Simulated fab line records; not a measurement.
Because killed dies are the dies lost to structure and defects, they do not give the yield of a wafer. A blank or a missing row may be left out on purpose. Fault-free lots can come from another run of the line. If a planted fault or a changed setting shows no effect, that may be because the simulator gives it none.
Check of tool commonality -- flow n5-finfet -- 9 lots, 27 wafers sampled

== REASON IT WAS OPENED ==
On 3 of the 9 lots, a flag is raised at N5_BEOL_M4_CD_MEAS_11 on the reading cd-nm. No-fault wafers: 16.83 nm, standard deviation 0.28.
Rule: a lot is flagged in two cases, either no wafer of it has a number, or all its wafers with numbers fall more than 4 standard deviations from that mean. All remaining lots are regarded as sound.

lot,measured,on,"cd-nm (nm), wafer by wafer",flag
L943,day 7 17:29,cd-sem-03,16.97 16.73 16.67,
L946,day 8 13:14,cd-sem-01,16.96 16.66 16.52,
L947,day 8 14:23,cd-sem-01,16.94 17.08 17.03,
L954,day 10 04:26,cd-sem-01,12.49 12.70 13.12,FLAGGED
L956,day 12 10:38,cd-sem-01,13.51 13.14 13.36,FLAGGED
L957,day 12 20:28,cd-sem-01,16.88 16.67 17.57,
L955,day 12 20:38,cd-sem-03,13.92 14.19 14.54,FLAGGED
L958,day 13 00:48,cd-sem-03,17.08 16.86 16.87,
L959,day 13 06:29,cd-sem-03,16.59 16.53 17.06,
On average the flagged lots' numbers are 13.44 nm, which is -3.39 nm against the usual, or -12 standard deviations.

== WHICH TOOL EACH LOT WENT THROUGH ==
3 process steps preceding the reading are held in the record, out of 1938 steps in the route. Cell contents, in order: the tool; ch with the chambers the sampled wafers went through; the start.
lot,flag,N5_BEOL_M3_CMP_52,N5_BEOL_M4_ILD_DEP_00,N5_BEOL_M4_EXPOSE_08
L943,,"cmp-01 ch 0,2,3, day 7 15:35","pecvd-03 ch 0,2, day 7 16:13","euv-scanner-02 ch 0, day 7 17:22"
L946,,"cmp-03 ch 0,1,2, day 8 09:36","pecvd-01 ch 0,1, day 8 10:17","euv-scanner-02 ch 0, day 8 13:07"
L947,,"cmp-03 ch 0,2,3, day 8 12:43","pecvd-03 ch 0,1,2, day 8 13:22","euv-scanner-01 ch 0, day 8 14:16"
L954,FLAGGED,"cmp-01 ch 1,2, day 10 03:07","pecvd-03 ch 0,1, day 10 03:44","euv-scanner-02 ch 0, day 10 04:18"
L956,FLAGGED,"cmp-01 ch 2,3, day 12 08:35","pecvd-01 ch 0,1,2, day 12 09:13","euv-scanner-02 ch 0, day 12 10:30"
L957,,"cmp-03 ch 1,2,3, day 12 17:38","pecvd-03 ch 0,1, day 12 18:15","euv-scanner-01 ch 0, day 12 20:20"
L955,FLAGGED,"cmp-02 ch 0,3, day 12 18:52","pecvd-03 ch 0,1, day 12 19:28","euv-scanner-02 ch 0, day 12 20:30"
L958,,"cmp-01 ch 0,2, day 12 22:47","pecvd-04 ch 1,2, day 12 23:23","euv-scanner-01 ch 0, day 13 00:41"
L959,,"cmp-02 ch 1,3, day 13 03:28","pecvd-03 ch 0,1, day 13 04:03","euv-scanner-01 ch 0, day 13 06:22"
What the steps here do:
- N5_BEOL_M3_CMP_52: polishes, stops on SiOC, t overpolish 6.8 s, target thk 40 nm.
- N5_BEOL_M4_ILD_DEP_00: deposits SiOC from DEMS/O2, target thk 79 nm, time 15.3 s.
- N5_BEOL_M4_EXPOSE_08: exposes mask M4.
- N5_BEOL_M4_CD_MEAS_11: target cd 16.79 nm.

== FLAGGED OVER TOTAL, TOOL BY TOOL (the gauges that took the reading come last) ==
step,tool,lots run,flagged,share of the flagged lots,sound lots run after its first flagged lot
N5_BEOL_M3_CMP_52,cmp-01,4,2,some,1 (L958)
N5_BEOL_M3_CMP_52,cmp-02,2,1,some,1 (L959)
N5_BEOL_M3_CMP_52,cmp-03,3,0,none,-
N5_BEOL_M4_ILD_DEP_00,pecvd-01,2,1,some,0
N5_BEOL_M4_ILD_DEP_00,pecvd-03,6,2,some,"2 (L957,L959)"
N5_BEOL_M4_ILD_DEP_00,pecvd-04,1,0,none,-
N5_BEOL_M4_EXPOSE_08,euv-scanner-01,4,0,none,-
N5_BEOL_M4_EXPOSE_08,euv-scanner-02,5,3,all,0
N5_BEOL_M4_CD_MEAS_11,cd-sem-01,5,2,some,1 (L957)
N5_BEOL_M4_CD_MEAS_11,cd-sem-03,4,1,some,"2 (L958,L959)"

== WHAT IS ALLOWED BY THE TABLE ==
1 row of the table ran every flagged lot: euv-scanner-02 at N5_BEOL_M4_EXPOSE_08.
- euv-scanner-02 at N5_BEOL_M4_EXPOSE_08: 3 of its 5 lots flagged. It ran its last sound lot, L946, at day 8 13:07 and its first flagged lot, L954, at day 10 04:18: a fault with its onset between the two fits. Its own readings (exposure-dose-mJ-cm2) fall more than 4 standard deviations out on all wafers of the flagged lots.
euv-scanner-02 at N5_BEOL_M4_EXPOSE_08 is the single tool remaining.

== WHAT HAD BEEN PUT IN BY THE SIMULATOR ==
Process parameter drift: euv-scanner-02, from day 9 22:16 on, at N5_BEOL_M4_EXPOSE_08. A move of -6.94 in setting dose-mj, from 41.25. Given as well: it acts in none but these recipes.
Struck lots among those shown: L954, L956, L955. The rule above found the same.
